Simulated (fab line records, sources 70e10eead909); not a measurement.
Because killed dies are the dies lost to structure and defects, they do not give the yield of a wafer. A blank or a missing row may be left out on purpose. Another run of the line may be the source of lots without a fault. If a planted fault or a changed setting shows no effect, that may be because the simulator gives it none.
Which tool was responsible?    flow nand-harc    39 wafers from 13 lots sampled at 5 of the route's 1159 steps

## WHAT EACH GAUGE READ, for each wafer
NHARC_END_SORT_01.
lot   measured      on         killed-at-array  killed-at-other  killed-at-periphery  killed-dies  killed-open  killed-short
L184  day 23 09:42  prober-01  559 31 25        0 1 2            7 7 4                566 39 31    2 2 3        2 4 1
L186  day 23 15:56  prober-01  25 24 532        1 1 0            2 4 0                28 29 532    1 5 1        1 1 0

## WHICH TOOL RAN EACH LOT (tool, then ch and the chambers of the sampled wafers, then the start)
lot   NHARC_A_WL_FILL_CVD_03         NHARC_THIN_TSV_CMP_01          NHARC_THIN_TSV_ETCH_44              NHARC_THIN_TSV_DEGAS_53
L168  cvd-w-01 ch 0,1, day 14 14:10  cmp-03 ch 0,2,3, day 19 03:56  rie-diel-11 ch 1,2,3, day 19 05:30  pvd-sputter-01, day 19 10:25
L170  cvd-w-02 ch 0, day 15 08:38    cmp-04 ch 1,3, day 19 06:21    rie-diel-11 ch 0,2, day 19 07:57    pvd-sputter-01, day 19 12:25
L169  cvd-w-01 ch 0,1, day 15 08:52  cmp-01 ch 2,3, day 19 05:10    rie-diel-11 ch 0,2,3, day 19 06:44  pvd-sputter-01, day 19 11:17
L171  cvd-w-02 ch 0,1, day 16 00:50  cmp-04 ch 1,2,3, day 19 14:53  rie-diel-05 ch 1,2,3, day 19 16:26  pvd-sputter-03, day 19 21:23
L172  cvd-w-01 ch 0,1, day 16 00:56  cmp-04 ch 2,3, day 20 02:51    rie-diel-11 ch 0,3, day 20 04:34    pvd-sputter-01, day 20 09:37
L173  cvd-w-02 ch 0,1, day 16 04:04  cmp-01 ch 0,1,2, day 19 16:06  rie-diel-10 ch 1,2,3, day 19 17:39  pvd-sputter-01, day 19 22:10
L176  cvd-w-01 ch 0,1, day 16 22:41  cmp-03 ch 0,1,3, day 20 10:51  rie-diel-11 ch 0,1,3, day 20 12:34  pvd-sputter-01, day 20 17:04
L174  cvd-w-01 ch 0,1, day 17 02:29  cmp-01 ch 1,2,3, day 20 15:44  rie-diel-05 ch 1,2,3, day 20 17:22  pvd-sputter-03, day 20 21:58
L178  cvd-w-02 ch 0,1, day 17 11:45  cmp-01 ch 0,1,2, day 21 02:11  rie-diel-11 ch 1,3, day 21 03:47    pvd-sputter-01, day 21 08:24
L177  cvd-w-01 ch 0,1, day 17 13:26  cmp-01 ch 2,3, day 21 03:26    rie-diel-11 ch 0,1,3, day 21 04:59  pvd-sputter-03, day 21 09:46
L184  cvd-w-02 ch 0,1, day 18 16:36  cmp-01 ch 1,3, day 22 14:31    rie-diel-10 ch 1,2, day 22 16:04    pvd-sputter-02, day 22 20:41
L186  cvd-w-02 ch 0,1, day 19 01:30  cmp-01 ch 2,3, day 22 19:16    rie-diel-10 ch 0,2, day 22 20:58    pvd-sputter-01, day 23 01:23
L188  cvd-w-01 ch 0,1, day 19 18:50  cmp-03 ch 1,2,3, day 23 02:29  rie-diel-05 ch 0,1,2, day 23 03:58  pvd-sputter-01, day 23 08:38
- NHARC_A_WL_FILL_CVD_03: deposits W, target thk 40 nm, time 3302 s.
- NHARC_THIN_TSV_CMP_01: polishes.
- NHARC_THIN_TSV_ETCH_44: etches the open film in CF4/O2, target depth 1594.2 nm, time 797.1 s.
- NHARC_THIN_TSV_DEGAS_53: time 60 s.

## WHAT THE TOOLS THEMSELVES READ (means of the sampled wafers that have a number; where no wafer has one, the mark that the record gives instead)
NHARC_A_WL_FILL_CVD_03.
lot   tool      heater-power-outer-w (W)  heater-power-w (W)  throttle-valve-pct (%)
L168  cvd-w-01  260                       489                 8.2
L170  cvd-w-02  360                       616                 7.9
L169  cvd-w-01  248                       467                 8.3
L171  cvd-w-02  336                       560                 8.0
L172  cvd-w-01  255                       497                 8.1
L173  cvd-w-02  302                       526                 8.3
L176  cvd-w-01  263                       491                 8.3
L174  cvd-w-01  255                       491                 8.1
L178  cvd-w-02  298                       514                 8.5
L177  cvd-w-01  260                       490                 8.3
L184  cvd-w-02  301                       521                 8.4
L186  cvd-w-02  300                       527                 8.4
L188  cvd-w-01  262                       493                 8.3

NHARC_THIN_TSV_CMP_01.
lot   tool    motor-current-A (A)
L168  cmp-03  11.4
L170  cmp-04  10.5
L169  cmp-01  11.8
L171  cmp-04  10.3
L172  cmp-04  10.7
L173  cmp-01  11.2
L176  cmp-03  11.5
L174  cmp-01  12.0
L178  cmp-01  11.2
L177  cmp-01  11.3
L184  cmp-01  12.3
L186  cmp-01  12.0
L188  cmp-03  11.4

NHARC_THIN_TSV_ETCH_44.
lot   tool         drypump-motor-current-A (A)  oes-product-au (a.u.)  rf-vpp-V (V)  showerhead-plenum-p-Torr (Torr)  throttle-valve-pct (%)
L168  rie-diel-11  6.0                          1.020                  796           1.88                             16.913
L170  rie-diel-11  5.7                          1.013                  801           1.93                             16.906
L169  rie-diel-11  5.9                          1.021                  801           1.93                             16.918
L171  rie-diel-05  5.5                          1.003                  795           1.85                             16.917
L172  rie-diel-11  6.1                          1.022                  800           1.93                             16.908
L173  rie-diel-10  5.7                          1.002                  797           1.86                             16.915
L176  rie-diel-11  5.8                          1.006                  796           1.86                             16.908
L174  rie-diel-05  5.5                          1.002                  796           1.85                             16.920
L178  rie-diel-11  5.9                          1.009                  792           1.81                             16.919
L177  rie-diel-11  5.8                          1.002                  797           1.86                             16.920
L184  rie-diel-10  5.4                          1.002                  798           1.91                             16.905
L186  rie-diel-10  5.5                          0.998                  796           1.86                             16.909
L188  rie-diel-05  5.8                          0.999                  798           1.89                             16.910

NHARC_THIN_TSV_DEGAS_53.
lot   tool            heater-power-w (W)
L168  pvd-sputter-01  502
L170  pvd-sputter-01  496
L169  pvd-sputter-01  469
L171  pvd-sputter-03  472
L172  pvd-sputter-01  475
L173  pvd-sputter-01  475
L176  pvd-sputter-01  533
L174  pvd-sputter-03  465
L178  pvd-sputter-01  490
L177  pvd-sputter-03  465
L184  pvd-sputter-02  462
L186  pvd-sputter-01  450
L188  pvd-sputter-01  466

## THE ANSWER, worked out from the rows above alone
Rule: the usual values come from the lots themselves. The widest of any qualifying gaps counts: lots, ordered by their means at a reading, are off when they make up no more than a third of the lots, leave a main group of 4 or more, and stand apart from it by 3 or more times the standard deviation of that group's means. If all means in a main group match to the digits the tables above print for the reading, that group is not used. A lot without any number at a reading at which 4 lots or more have one is off too. Where the step has rows for the other lots, those lots are counted as sound. After the gauges, taken in route order, come the tools' own readings; for these a lot's mean is taken, as printed above. The first step at which some lot is off is used, and at that step the reading that is off furthest; a lot without a number counts as furthest.
No lot is off on any of the readings shown, so nothing can be concluded from this.

## WHAT THE SIMULATOR HAD INSERTED
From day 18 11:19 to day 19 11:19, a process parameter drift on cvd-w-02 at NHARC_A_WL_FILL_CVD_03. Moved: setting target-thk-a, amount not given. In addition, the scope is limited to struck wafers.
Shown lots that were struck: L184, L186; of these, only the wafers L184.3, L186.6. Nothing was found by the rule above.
